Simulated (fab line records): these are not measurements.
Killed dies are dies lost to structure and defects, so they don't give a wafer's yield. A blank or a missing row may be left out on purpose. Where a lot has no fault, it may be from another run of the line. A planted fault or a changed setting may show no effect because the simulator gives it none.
fab line records    flow n5Finfet
[record] lots = 5  wafers = 12  lastDay = 19
route steps=1938 shown BEOL_M14@1730 BEOL_M15@1830 PASSIVATION@1936
lots that met no fault: taken from a fault-free run of the same line
startH: the number of hours between the record's first day and the start of the first shown wafer of the lot    waitH: time in hours since the lot's previous step    " the same as in the row above    L1.1+2: one row covering several wafers at once    - no value, or no start was given    * or withheld: withheld    < > ~ a bound
route shown NAME@n: names a module that has steps shown in the file, with the first one's number in the route    usual: the fault-free wafers' mean and standard deviation    same: alike in all rows    chamber/n: place in a boat    sites: per-site readings    _std_site: their standard deviation    _edge_site: outer sites' mean less inner sites'    radiusMm: for every site, how far away it sits from the centre of the wafer    mask NAME#n: copy n    behind: the last tool/chamber to shape the wafer    hold: why the lot went on hold/how many hours it stayed there/how the hold came to an end    device: names the non-switching transistor (n, p or np)    end of line: the route-end tests of the same wafers    step lacking rows: just its recipe    killed: not the wafer's yield, but the dies lost to structure and defects at the first sort    map: per-die view of a wafer (x killed, . not killed, _ where there is no die)
set.NAME: the setting as run; set.NAME@STEP: as run at that earlier step    model.NAME: the simulator's own value behind a step, which no gauge read
lots seen at some steps along the route; tables by step, rows by wafer
services: a tool's chamber out of use, with start hour (startH, from the record's first day; less than 0 if before it), hours out, and reason
[[steps]]
[step N5_BEOL_M14_ETCH_59]
[recipe] chemistry = N2/H2  target = BARC  targetDepthA = 890  overetchA = 267  timeS = 67.9  ionEnergyEv = 200  pressureMtorr = 30  sourceW = 840  biasW = 150  n2FlowSccm = 200  h2FlowSccm = 200
[step N5_BEOL_M14_VIA_ETCH_16]
[recipe] chemistry = C4F8/O2/Ar  target = SiO2  heInnerTorr = 15  heOuterTorr = 30  targetDepthA = 12313  timeS = withheld  ionEnergyEv = 800  pressureMtorr = 20  sourceW = 1905  biasW = 2040  Ar_flow_sccm = 400  C4F8_flow_sccm = 16  O2_flow_sccm = 12  ends = cleared
[step N5_BEOL_M14_STRIP_63]
[recipe] chemistry = O2  powerW = 600  tempC = 60  pressureMtorr = 30  rfFrequencyHz = 6e+07  biasPowerW = 0  overashFraction = 0.3  o2FlowSccm = 225
[step N5_BEOL_M14_STRIP_64]
[recipe] chemistry = O2  powerW = 600  tempC = 60  pressureMtorr = 30  rfFrequencyHz = 6e+07  biasPowerW = 0  overashFraction = 0.3  o2FlowSccm = 225
[step N5_BEOL_M14_STRIP_71]
[recipe] chemistry = postEtchResidueRemover  timeS = 60  tempC = 25  removerPh = withheld  removerWaterWtPct = withheld  removerFluorideWtPct = withheld
[step N5_BEOL_M14_SRD_72]
[recipe] timeS = 30  tempC = 23  rinseLiquid = diw  dry = n2Spin  spinRpm = 1500  dryTimeS = 30
[step N5_BEOL_M14_COAT_65]
[recipe] resist = SOC  tempC = 250  timeS = 60  spinRpm = 1500  resistThkNm = 450
[step N5_BEOL_M14_COAT_66]
[recipe] resist = SiARC  tempC = 220  timeS = 60  spinRpm = 1500  resistThkNm = 110
[step N5_BEOL_M14_COAT_22]
[recipe] spinRpm = 2888  resistThkNm = 300
[step N5_BEOL_M14_EBR_24]
[recipe] solvent = PGMEA  ebrWidthMm = 1.5
[step N5_BEOL_M14_SOFTBAKE_23]
[recipe] tempC = 130  timeS = 60
[step N5_BEOL_M14_EXPOSE_25]
[recipe] maskId = M14  na = 0.8  sourceShape = annular  sigmaInner = 0.5  sigmaOuter = 0.8  polarization = unpolarized  targetCdNm = 280  doseMj = 26.6
[usual] focusOffsetNm = 0.0/0.52  stageVelMmS = 499.96/0.26
[same] sigmaOuter = 0.8
lot.wafer  tool           chamber  startH  waitH  mask   focusOffsetNm  stageVelMmS
L761.3     krfScanner-01  0        353.15  -      M14#0  -0.8           499.93
L761.5     "              0        "       "      M14#0  -0.2           500.05
L761.6     "              0        "       "      M14#0  0.4            500.03
L760.2     krfScanner-01  0        359.97  -      M14#0  0.1            500.12
L760.6     "              0        "       "      M14#0  0.5            500.09
L763.4     krfScanner-01  0        364.51  -      M14#0  0.9            499.54
L763.6     "              0        "       "      M14#0  0.6            499.82
L764.2     krfScanner-01  0        374.60  -      M14#0  -0.2           500.20
L764.6     "              0        "       "      M14#0  0.5            500.03
L772.2     krfScanner-02  0        439.30  -      M14#0  0.1            500.06
L772.4     "              0        "       "      M14#0  -0.2           499.95
L772.6     "              0        "       "      M14#0  -0.9           499.56
[step N5_BEOL_M14_PEB_26]
[recipe] pebTempC = 130  pebTimeS = 90
[step N5_BEOL_M14_DEVELOP_27]
[recipe] developTimeS = 45  rinseLiquid = diw  dry = airSpin  devTempC = 21
[step N5_BEOL_M14_HARDBAKE_32]
[recipe] tempC = 130  timeS = 120
[step N5_BEOL_M14_CD_MEAS_28]
[recipe] targetCdNm = 284.4  landingEnergyEv = 500  detector = seInlens
[usual] cdNm = 284.3/1.5
lot.wafer  tool      chamber  startH  waitH  cdNm
L761.3     cdSem-01  0        353.31  -      284.4
L761.5     "         0        "       "      285.8
L761.6     "         0        "       "      285.4
L760.2     cdSem-03  0        360.14  -      298.3
L760.6     "         0        "       "      299.0
L763.4     cdSem-01  0        364.67  -      286.3
L763.6     "         0        "       "      301.9
L764.2     cdSem-01  0        374.77  -      298.6
L764.6     "         0        "       "      300.6
L772.2     cdSem-02  0        439.48  -      285.8
L772.4     "         0        "       "      283.0
L772.6     "         0        "       "      285.4
[step N5_BEOL_M14_DESCUM_33]
[recipe] chemistry = O2  timeS = 7.9  sourcePowerW = 50  biasPowerW = 20  pressureMtorr = 20  rfFrequencyHz = 2.712e+07  tempC = 40  o2FlowSccm = 225
[usual] biasPowerW = 20.00/0.061  drypumpMotorCurrentA = 5.5/0.35  oesProductAu = 0.80/0.055  rfVppV = 243.4/1.4  showerheadPlenumPTorr = 2.11/0.08  throttleValvePct = 20.40/0.15
lot.wafer  tool        chamber  startH  waitH  biasPowerW  drypumpMotorCurrentA  oesProductAu  rfHoursCounterH  rfVppV  showerheadPlenumPTorr  throttleValvePct  model.BEOL_M14.cdNm
L761.3     rieDiel-03  1        353.39  0.0    20.01       5.3                   0.82          95               245.4   2.23                   20.30             284.4
L761.5     "           0        "       "      19.98       5.4                   0.71          -                241.3   2.01                   20.66             285.8
L761.6     "           1        "       "      20.16       5.3                   0.81          -                245.7   2.23                   20.28             285.4
L760.2     rieDiel-01  3        360.26  0.1    20.08       5.0                   0.82          96               242.3   2.11                   20.33             298.6
L760.6     "           0        "       "      19.97       5.5                   0.80          -                243.5   2.03                   20.39             299.2
L763.4     rieDiel-01  2        364.81  0.1    20.02       5.9                   0.87          48               244.8   2.21                   20.39             286.2
L763.6     "           0        "       "      20.07       5.5                   0.81          -                243.0   2.03                   20.40             302
L764.2     rieDiel-01  3        374.86  0.0    19.98       4.9                   0.82          101              242.7   2.11                   20.31             298.4
L764.6     "           0        "       "      20.00       5.5                   0.81          -                242.9   2.03                   20.41             301
L772.2     rieDiel-04  2        439.59  0.1    20.02       5.4                   0.73          171              243.0   2.08                   20.22             285.2
L772.4     "           1        "       "      19.98       6.5                   0.77          135              243.1   2.01                   20.77             282.6
L772.6     "           3        "       "      19.99       5.9                   0.81          -                244.8   2.19                   20.52             285.2
[step N5_BEOL_M14_ETCH_67]
[recipe] chemistry = CF4  target = SiARC  targetDepthA = 1430  timeS = 238.3  ionEnergyEv = 80  pressureMtorr = 40  sourceW = 545  biasW = 36  Ar_flow_sccm = 100  cf4FlowSccm = 100  ends = cleared
[step N5_BEOL_M14_ETCH_68]
[recipe] chemistry = N2/H2  target = SOC  maskMaterial = SiARC  sourceW = 3000  biasW = 350  tempC = 40  timeS = 450  ionEnergyEv = 200  pressureMtorr = 30  n2FlowSccm = 200  h2FlowSccm = 200
[step N5_BEOL_M14_STRIP_69]
[recipe] chemistry = N2/H2  tempC = 40  n2FlowSccm = 200  h2FlowSccm = 200  rfFrequencyHz = 6e+07
[step N5_BEOL_M14_TRENCH_ETCH_34]
[recipe] chemistry = C4F8/O2/Ar  target = SiO2  targetDepthA = 5566.5  maskMaterial = SOC  heInnerTorr = 15  heOuterTorr = 30  timeS = 126.9  ionEnergyEv = 800  pressureMtorr = 20  sourceW = 1905  biasW = 2040  Ar_flow_sccm = 400  C4F8_flow_sccm = 16  O2_flow_sccm = 12
[step N5_BEOL_M14_STRIP_70]
[recipe] chemistry = C4F8/O2/Ar  resist = SiARC  rfFrequencyHz = 6e+07
[step N5_BEOL_M14_STRIP_37]
[recipe] chemistry = O2  powerW = 600  tempC = 60  pressureMtorr = 30  rfFrequencyHz = 6e+07  biasPowerW = 0  overashFraction = 0.3  o2FlowSccm = 225
[step N5_BEOL_M14_ETCH_38]
[recipe] chemistry = CF4/N2  target = SiCN  targetDepthA = 1065  taperDeg = 2  timeS = 120.6  ionEnergyEv = 150  maskMaterial = SiO2  pressureMtorr = 40  sourceW = 430  biasW = 70  Ar_flow_sccm = 100  cf4FlowSccm = 60  n2FlowSccm = 60
[usual] drypumpMotorCurrentA = 5.5/0.4  oesProductAu = 0.81/0.057  rfVppV = 382.7/2.1  showerheadPlenumPTorr = 2.23/0.078  throttleValvePct = 15.39/0.14
lot.wafer  tool        chamber  startH  waitH  drypumpMotorCurrentA  oesProductAu  rfHoursCounterH  rfVppV  showerheadPlenumPTorr  throttleValvePct  model.BEOL_M14.cdNm
L761.3     rieDiel-03  2        -       -      5.6                   0.72          180              379.9   2.11                   15.63             280.4
L761.5     "           2        "       "      5.6                   0.72          -                379.8   2.11                   15.64             281.2
L761.6     "           3        "       "      5.5                   0.74          -                383.8   2.30                   15.38             282.8
L760.2     rieDiel-01  0        -       -      5.5                   0.80          79               380.3   2.15                   15.39             294.6
L760.6     "           1        "       "      5.2                   0.83          -                382.9   2.24                   15.33             294.6
L763.4     rieDiel-01  2        -       -      6.0                   0.88          48               383.7   2.33                   15.34             282.8
L763.6     "           1        "       "      5.2                   0.83          -                382.5   2.24                   15.32             300.8
L764.2     rieDiel-01  0        -       -      5.5                   0.79          86               381.5   2.15                   15.41             294
L764.6     "           3        "       "      5.0                   0.82          -                381.8   2.22                   15.31             297.2
L772.2     rieDiel-04  0        -       -      5.1                   0.80          73               379.9   2.15                   15.47             281
L772.4     "           1        "       "      6.5                   0.78          136              381.9   2.13                   15.80             276.4
L772.6     "           1        "       "      6.5                   0.78          -                378.7   2.13                   15.80             278.8
[step N5_BEOL_M14_PRECLEAN_39]
[recipe] chemistry = residueRemover  timeS = 60  tempC = 40
[step N5_BEOL_M14_SRD_40]
[recipe] timeS = 30  tempC = 23  rinseLiquid = diw  dry = n2Spin  spinRpm = 1500  dryTimeS = 30
[step N5_BEOL_M14_DEGAS_41]
[recipe] ambient = vacuum  tempC = 300  timeS = 60
[step N5_BEOL_M14_PRE_CLEAN_42]
[recipe] gas = H2/He  timeS = 30  tempC = 300
[step N5_BEOL_M14_SPUTTER_43]
[recipe] material = TaN  targetThkA = 150  tempC = 50  biasV = 168.6  powerW = 15000  chamberPressurePa = 0.12  timeS = 24.19
[step N5_BEOL_M14_SPUTTER_44]
[recipe] material = Ta  targetThkA = 150  tempC = 50  biasV = 80  powerW = 15000  chamberPressurePa = 0.07  timeS = 24.19
[step N5_BEOL_M14_SPUTTER_45]
[recipe] material = Cu  targetThkA = 1000  tempC = -20  biasV = 60  powerW = 26000  chamberPressurePa = 0.13  timeS = 16.67
[step N5_BEOL_M14_ECD_47]
[recipe] material = Cu  targetThkA = 12480
[step N5_BEOL_M14_ANNEAL_48]
[recipe] tempC = 225  timeS = 90  ambient = N2
[step N5_BEOL_M14_CMP_49]
[recipe] stopOn = SiO2  tOverpolishS = 5.2  downForcePsi = 2  platenRpm = 80  clearingPlatenDownForcePsi = 2  clearingPlatenRpm = 80  postCmpClean = cuAlkaline  targetThkNm = 560  clearingPlatenPadVelocityMS = 1.5917  padVelocityMS = 1.5917
[step N5_BEOL_M14_PRE_CLEAN_52]
[recipe] gas = NH3  timeS = 15  tempC = withheld  rfPowerW = 300
[step N5_BEOL_M14_DEP_53]
[recipe] material = SiCN  targetThkA = 500  tempC = withheld  precursor = 3MS/NH3  pressureTorr = 3  rfW = 675  timeS = 17.8
[step N5_BEOL_M15_RC_MEAS_101]
[usual] COMB_M10 = 1.5e-11/3.3e-12  COMB_M11 = 1.54e-11/2.5e-12  COMB_M12 = 6.7e-12/1.2e-12  COMB_M13 = 5.5e-12/1e-12  COMB_M14 = 4.3e-12/9.1e-13  COMB_M15 = 3.2e-12/5.7e-13  COMB_M15_max_site = 4.3e-12/9.4e-13  COMB_M5 = 3.6e-11/7.6e-12  COMB_M6 = 2.6e-11/5.1e-12  COMB_M7 = 2.5e-11/4.4e-12  COMB_M7_max_site = 3.6e-11/7.5e-12  COMB_M8 = 2.5e-11/5.3e-12  COMB_M9 = 1.55e-11/2.8e-12  SERP_M10 = 3.05/0.084  SERP_M11 = 3.10/0.089  SERP_M12 = 0.634/0.018  SERP_M13 = 0.311/0.0068  SERP_M14 = 0.160/0.0047  SERP_M14_max_site = 0.161/0.0048  SERP_M5 = 39.0/1.5  SERP_M6 = 13.5/0.58  SERP_M7 = 13.9/0.62  SERP_M8 = 13.5/0.5  SERP_M9 = 3.04/0.091
lot.wafer  tool       chamber  startH  waitH  COMB_M10[S/m]  COMB_M11[S/m]  COMB_M12[S/m]  COMB_M13[S/m]  COMB_M14[S/m]  COMB_M15[S/m]  COMB_M15_max_site[S/m]  COMB_M5[S/m]  COMB_M6[S/m]  COMB_M7[S/m]  COMB_M7_max_site[S/m]  COMB_M8[S/m]  COMB_M9[S/m]  SERP_M10[ohm/um]  SERP_M11[ohm/um]  SERP_M12[ohm/um]  SERP_M13[ohm/um]  SERP_M14[ohm/um]  SERP_M14_max_site[ohm/um]  SERP_M5[ohm/um]  SERP_M6[ohm/um]  SERP_M7[ohm/um]  SERP_M8[ohm/um]  SERP_M9[ohm/um]
L761.3     prober-01  0        364.11  0.3    1.7e-11        1.81e-11       5.7e-12        5.3e-12        5.4e-12        3.1e-12        4.6e-12                 3.7e-11       2e-11         3.1e-11       4.3e-11                2.6e-11       1.09e-11      3.02              3.09              0.637             0.309             0.153             0.154                      37.9             13.6             13.6             13.2             2.93
L761.5     "          0        "       "      2.1e-11        1.39e-11       7.2e-12        6.3e-12        6.3e-12        4e-12          5.6e-12                 3.3e-11       2.7e-11       2.7e-11       3.2e-11                2.1e-11       1.54e-11      2.90              3.02              0.643             0.316             0.166             0.167                      40.5             13.5             12.9             13.8             3.11
L761.6     "          0        "       "      1.4e-11        1.3e-11        7.3e-12        5.8e-12        5.4e-12        4.1e-12        5.1e-12                 3.8e-11       1.4e-11       3.1e-11       3.8e-11                2e-11         1.39e-11      3.01              3.22              0.646             0.313             0.152             0.153                      41.7             13.7             13.3             13.0             3.00
L763.4     prober-02  0        372.67  0.5    1.2e-11        1.92e-11       5.5e-12        6.3e-12        3.5e-12        2.2e-12        3.7e-12                 3.9e-11       2.6e-11       2.4e-11       3.3e-11                2.5e-11       1.42e-11      2.91              3.11              0.612             0.322             0.153             0.154                      39.1             13.6             14.0             12.7             2.97
L763.6     "          0        "       "      1.4e-11        1.52e-11       3.9e-12        7e-12          4.2e-12        2.4e-12        4.5e-12                 4e-11         3.2e-11       2.7e-11       3.7e-11                2.6e-11       1.23e-11      3.01              3.01              0.634             0.323             0.144             0.146                      39.9             13.9             13.9             13.8             3.18
L760.2     prober-01  0        374.30  0.2    1.6e-11        1.64e-11       5.5e-12        6.1e-12        5e-12          3.8e-12        4.5e-12                 2.8e-11       2.9e-11       2.7e-11       3.7e-11                1.5e-11       1.79e-11      3.00              3.02              0.651             0.306             0.147             0.148                      37.9             13.2             14.9             13.3             3.12
L760.6     "          0        "       "      9e-12          1.46e-11       6.3e-12        5.3e-12        3.8e-12        3.8e-12        5.8e-12                 3.2e-11       2.8e-11       2.5e-11       4.2e-11                2.1e-11       1.42e-11      3.07              3.07              0.634             0.317             0.150             0.151                      36.4             14.3             15.6             13.1             3.05
L764.2     prober-01  0        387.56  0.2    1.6e-11        1.47e-11       7.3e-12        5.1e-12        3.5e-12        3.5e-12        4.7e-12                 3.7e-11       2.3e-11       2.5e-11       3.9e-11                3.2e-11       1.1e-11       2.94              3.01              0.613             0.316             0.148             0.150                      37.0             13.4             14.5             13.2             3.14
L764.6     "          0        "       "      1.7e-11        1.82e-11       7e-12          5.5e-12        3.8e-12        3.3e-12        4.2e-12                 4.5e-11       2.7e-11       3.1e-11       3.7e-11                3.4e-11       1.71e-11      3.12              3.03              0.619             0.306             0.150             0.151                      35.8             12.8             13.8             13.6             2.88
L772.2     prober-01  0        450.96  0.2    1.8e-11        1.52e-11       7e-12          5.8e-12        4.3e-12        2.6e-12        4.5e-12                 4.9e-11       2.6e-11       2.9e-11       3.8e-11                2.7e-11       1.29e-11      3.03              3.08              0.628             0.307             0.166             0.167                      40.1             12.7             13.9             13.6             3.13
L772.4     "          0        "       "      1.6e-11        1.76e-11       8.3e-12        7.7e-12        4.9e-12        3.2e-12        3.4e-12                 3.4e-11       2.1e-11       2.9e-11       4.6e-11                2.7e-11       1.5e-11       2.96              3.19              0.648             0.305             0.158             0.161                      38.3             13.3             14.3             14.2             2.98
L772.6     "          0        "       "      2.2e-11        1.66e-11       6.6e-12        5.2e-12        4.1e-12        3.4e-12        4e-12                   3.3e-11       2.5e-11       2.4e-11       3.7e-11                1.9e-11       1.72e-11      3.05              3.00              0.636             0.305             0.158             0.159                      37.8             12.4             14.7             14.7             3.17
// sites SERP_M14 radiusMm=0,75,75,75,75,140,140,140,140
L761.3 0.152 0.154 0.153 0.153 0.152 0.153 0.152 0.153 0.153
L763.4 0.151 0.151 0.154 0.153 0.152 0.152 0.154 0.153 0.154
L760.2 0.146 0.147 0.148 0.147 0.147 0.147 0.148 0.147 0.148
L764.2 0.148 0.148 0.147 0.148 0.148 0.149 0.149 0.150 0.149
L772.2 0.166 0.165 0.167 0.167 0.167 0.165 0.166 0.167 0.165
[step N5_PASSIVATION_PROBE_49]
[usual] defectLimitedYield = 91.0/1.5  killed_at_M0_to_M3 = 35/11  killed_at_M4_up = 13/5  killedAtContacts = 12/5.9  killedAtFrontEnd = 42/13  killedAtOther = 3/3.2  killedDies = 106/18  killedOnRim = 14/4.2  killedOpen = 69/13  killedShort = 35/8.9  sort_bin_5_function = 5.2/0.95  sort_bin_6_memory = 3.3/0.71  sort_bin_8_speed = 0.00/0.016  sortNPass = 1074/18  sortYieldPct = 91.0/1.5
[same] grossDies = 1180  killedAtBackSide = 0  sort_bin_4_leakage[%] = 0
lot.wafer  tool       chamber  startH  waitH  defectLimitedYield[%]  killed_at_M0_to_M3  killed_at_M4_up  killedAtContacts  killedAtFrontEnd  killedAtOther  killedDies  killedOnRim  killedOpen  killedShort  sort_bin_5_function[%]  sort_bin_6_memory[%]  sort_bin_8_speed[%]  sortNPass  sortYieldPct[%]
L761.3     prober-02  -        377.21  0.2    89.0                   47                  16               13                48                6              130         17           80          50           5.7                     4.6                   0                    1050       89.0
L760.2     prober-02  -        390.65  0.1    89.4                   40                  23               4                 57                1              125         14           81          37           6.5                     3.5                   0                    1055       89.4
L763.4     prober-01  -        392.19  0.2    93.1                   20                  11               7                 40                4              82          11           58          24           4.2                     2.6                   0                    1098       93.1
L763.6     prober-01  -        392.29  0.3    90.8                   26                  12               13                45                12             108         26           59          41           4.6                     3.3                   0                    1072       90.8
L764.6     prober-02  -        402.59  0.3    94.0                   27                  9                6                 29                0              71          10           46          21           3.7                     2.3                   0                    1109       94.0
// killed by level:class
L761.3 BEOL_M2:geometricParticle:open=16 FIN_SAQP:geometricParticle:open=8 MOL_CONTACT_COAG:geometricParticle:open=8 BEOL_M0_SAQP:geometricParticle:open=8 FIN_SAQP:geometricParticle:short=7 GATE_CUT:geometricParticle:open=7 GATE_CUT:geometricParticle:short=7 BEOL_M0_SAQP:geometricParticle:short=7
L760.2 STI_FIN_REVEAL:geometricParticle:open=15 BEOL_M4:geometricParticle:open=13 BEOL_M1:geometricParticle:open=11 BEOL_M2:geometricParticle:open=10 FIN_SAQP:geometricParticle:short=9 DUMMY_GATE:geometricParticle:open=8 BEOL_M0_SAQP:geometricParticle:short=7 GATE_CUT:geometricParticle:short=6
L763.4 FIN_SAQP:geometricParticle:open=11 BEOL_M4:geometricParticle:open=7 DUMMY_GATE:geometricParticle:open=6 GATE_CUT:geometricParticle:short=5 BEOL_M1:geometricParticle:open=5 STI_FIN_REVEAL:geometricParticle:open=4 MOL_CONTACT_COAG:geometricParticle:open=4 BEOL_M0_SAQP:geometricParticle:open=4
L763.6 STI_FIN_REVEAL:geometricParticle:open=10 MOL_CONTACT_COAG:geometricParticle:open=9 HKMG_FIN:areaEtch=7 GATE_CUT:geometricParticle:short=6 BEOL_M0_SAQP:geometricParticle:open=6 MIM_TOP_ETCH:geometricParticle:short=5 MIM_TOP_ETCH:geometricParticle:open=5 MOL_CONTACT_COAG:geometricParticle:short=4
L764.6 BEOL_M3:geometricParticle:open=12 STI_FIN_REVEAL:geometricParticle:open=8 BEOL_M0_SAQP:geometricParticle:open=6 FIN_SAQP:geometricParticle:open=4 MOL_CONTACT_COAG:geometricParticle:open=4 BEOL_M0_SAQP:geometricParticle:short=4 STARTING-WAFER:geometricParticle:short=3 FIN_SAQP:geometricParticle:short=2
[[services]]
tool           chamber  startH  hours  kind
krfScanner-01  0        337.93  -      calibration
krfScanner-01  -        344.89  0.8    pm
krfScanner-02  -        356.28  1.3    pm
krfScanner-01  -        358.55  1.4    repair
rieDiel-03     1        365.16  4.2    repair
rieDiel-01     -        366.85  0.9    repair
rieDiel-03     2        375.72  4.9    repair
krfScanner-02  -        379.74  0.8    pm
rieDiel-04     -        381.01  2.8    pm
krfScanner-02  -        397.72  4.0    pm
krfScanner-02  -        406.85  0.8    repair
krfScanner-02  -        408.02  0.7    repair
krfScanner-01  -        438.74  11.9   repair
[[key]]
[firstSign] step = N5_BEOL_M14_CD_MEAS_28  reading = cdNm  direction = up  sigmas = 10  usual = 284.3  struck = 299.7
[effect] step = N5_BEOL_M15_RC_MEAS_101  reading = SERP_M14  direction = down  sigmas = 2.5  usual = 0.160  struck = 0.148
[modelEffect] step = N5_BEOL_M14_DESCUM_33  value = BEOL_M14.cdNm  without = 284.9  struck = 299.8
[modelEffect] step = N5_BEOL_M14_ETCH_38  value = BEOL_M14.cdNm  without = 281.3  struck = 296.2
metAt N5_BEOL_M14_EXPOSE_25
struckWafers L760.2,L760.6,L763.6,L764.2,L764.6
onsetBetween 353.15 359.97
[fault] kind = processParameterDrift  tool = krfScanner-01  chamber = -  onsetH = 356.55  steps = N5_BEOL_M14_EXPOSE_25  channel = focusNm  offset = 316.62  shape = step  endH = 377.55  scope = struckWafersOnly
